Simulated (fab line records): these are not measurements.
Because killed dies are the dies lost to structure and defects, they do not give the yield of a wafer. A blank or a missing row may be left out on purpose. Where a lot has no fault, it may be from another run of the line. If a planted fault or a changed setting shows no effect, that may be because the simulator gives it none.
Which tool is to blame? | flow n5_finfet | 36 wafers from 12 lots sampled at 3 of the route's 1938 steps

## WHAT THE GAUGES SHOWED, per wafer
N5_BEOL_M7_RS_MEAS_57: measures by four-point-probe.
lot  | measured     | on            | M7_RS (ohm/sq)
L075 | day 12 06:40 | film_metro-02 | 0.281 0.288 0.281
L077 | day 12 18:02 | film_metro-01 | 0.296 0.281 0.296
L080 | day 13 10:04 | film_metro-01 | 0.280 0.293 0.285
L083 | day 13 20:05 | film_metro-02 | 0.275 0.280 0.283
L084 | day 13 23:52 | film_metro-02 | 0.280 0.288 0.296
L092 | day 14 12:55 | film_metro-01 | 0.299 0.286 0.290
L088 | day 15 04:16 | film_metro-01 | 0.291 0.285 0.285
L089 | day 15 09:24 | film_metro-02 | 0.286 0.298 0.290
L091 | day 15 16:54 | film_metro-02 | 0.285 0.282 0.295
L079 | day 16 22:07 | film_metro-01 | 0.292 0.287 0.284
L096 | day 17 03:15 | film_metro-02 | 0.278 0.279 0.294
L095 | day 17 22:34 | film_metro-02 | 0.297 0.289 0.287

## EACH LOT AND THE TOOL THAT RAN IT (in order: tool; ch and the chambers of the sampled wafers; start)
lot  | N5_BEOL_M7_ALD_77                   | N5_BEOL_M7_ANNEAL_51
L075 | ald_metal-02 ch 1,2,3, day 12 04:50 | rtp_anneal-01 ch 0, day 12 05:59
L077 | ald_metal-02 ch 2,3, day 12 15:41   | rtp_anneal-01 ch 0, day 12 17:19
L080 | ald_metal-02 ch 2,3, day 13 08:37   | rtp_anneal-01 ch 0, day 13 09:20
L083 | ald_metal-04 ch 0,2,3, day 13 18:11 | rtp_anneal-01 ch 0, day 13 19:20
L084 | ald_metal-04 ch 0,3, day 13 21:47   | rtp_anneal-01 ch 0, day 13 23:13
L092 | ald_metal-02 ch 0,2,3, day 14 10:47 | rtp_anneal-02 ch 0, day 14 12:14
L088 | ald_metal-02 ch 0,3, day 15 00:45   | rtp_anneal-01 ch 0, day 15 03:33
L089 | ald_metal-02 ch 0,2, day 15 07:49   | rtp_anneal-02 ch 0, day 15 08:43
L091 | ald_metal-04 ch 0,3, day 15 15:03   | rtp_anneal-01 ch 0, day 15 16:10
L079 | ald_metal-02 ch 0,1,3, day 16 19:56 | rtp_anneal-02 ch 0, day 16 21:23
L096 | ald_metal-03 ch 0,2,3, day 17 01:03 | rtp_anneal-01 ch 0, day 17 02:28
L095 | ald_metal-04 ch 0,2, day 17 20:58   | rtp_anneal-02 ch 0, day 17 21:51
- N5_BEOL_M7_ALD_77: deposits TaN, target thk 2 nm, pulse time 2 s, purge time 3 s.
- N5_BEOL_M7_ANNEAL_51: time 90 s.

## THE ANSWER, worked out from the rows above alone
Rule: usual is defined by the lots themselves. The widest of any qualifying gaps counts: lots, ordered by their means at a reading, are off when they make up no more than a third of the lots, leave a main group of 4 or more, and stand apart from it by 3 or more times the standard deviation of that group's means. If all means in a main group match to the digits the tables above print for the reading, that group is not used. A lot without any number at a reading at which 4 lots or more have one is off too. All remaining lots with rows at the step are treated as sound.
None of the lots is off at any reading shown; this tells nothing.

## WHAT HAD BEEN PUT IN BY THE SIMULATOR
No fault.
